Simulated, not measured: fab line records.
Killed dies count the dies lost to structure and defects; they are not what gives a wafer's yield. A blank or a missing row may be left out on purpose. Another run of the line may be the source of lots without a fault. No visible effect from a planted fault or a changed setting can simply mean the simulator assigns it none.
One fault seen from 2 desks -- flow n5-finfet -- each desk holds nothing but its own numbers, with what lay behind them at the end

## THE DEFECT DESK
What the inspections along the route counted, lot by lot: means of the sampled wafers that have a number. Any lot whose mean is over 4 standard deviations away from the usual mean is out of limits and marked OUT; that distance is given in the brackets.
Columns: A = raw-defect-count at N5_BEOL_M15_INSPECT_55, usual 62
lot,first seen here,A
L823,day 11 20:40,67
L828,day 12 07:44,84
L827,day 12 10:51,58
L829,day 12 18:41,58
L830,day 13 02:32,49
L836,day 15 11:06,64
L838,day 15 13:49,62
L837,day 15 14:07,53
L840,day 16 02:13,56
L841,day 16 18:02,61
This desk's verdict: no lot among the 10 shows anything out of limits.

## DESK OF THE TOOL OWNER: pvd-sputter-02
The tool's own readings at N5_BEOL_M15_SPUTTER_43 (material TaN, target thk 15 nm, time 24.19 s): means of the sampled wafers that have a number, for each lot that ran on this tool. Any lot whose mean is over 4 standard deviations away from the usual mean is out of limits and marked OUT; that distance is given in the brackets.
Columns: A = throttle-valve-pct at N5_BEOL_M15_SPUTTER_43, usual 30.1 %
lot,first seen here,A
L823,day 11 19:07,30.2
L828,day 12 06:26,29.8
L836,day 15 09:43,29.9
L837,day 15 12:49,29.9
This desk's verdict: no lot among the 4 shows anything out of limits.

## ALL TOGETHER
The defect desk saw nothing out of limits.
Nothing out of limits was seen by the tool owner's desk.

## WHAT WAS PUT IN BY THE SIMULATOR
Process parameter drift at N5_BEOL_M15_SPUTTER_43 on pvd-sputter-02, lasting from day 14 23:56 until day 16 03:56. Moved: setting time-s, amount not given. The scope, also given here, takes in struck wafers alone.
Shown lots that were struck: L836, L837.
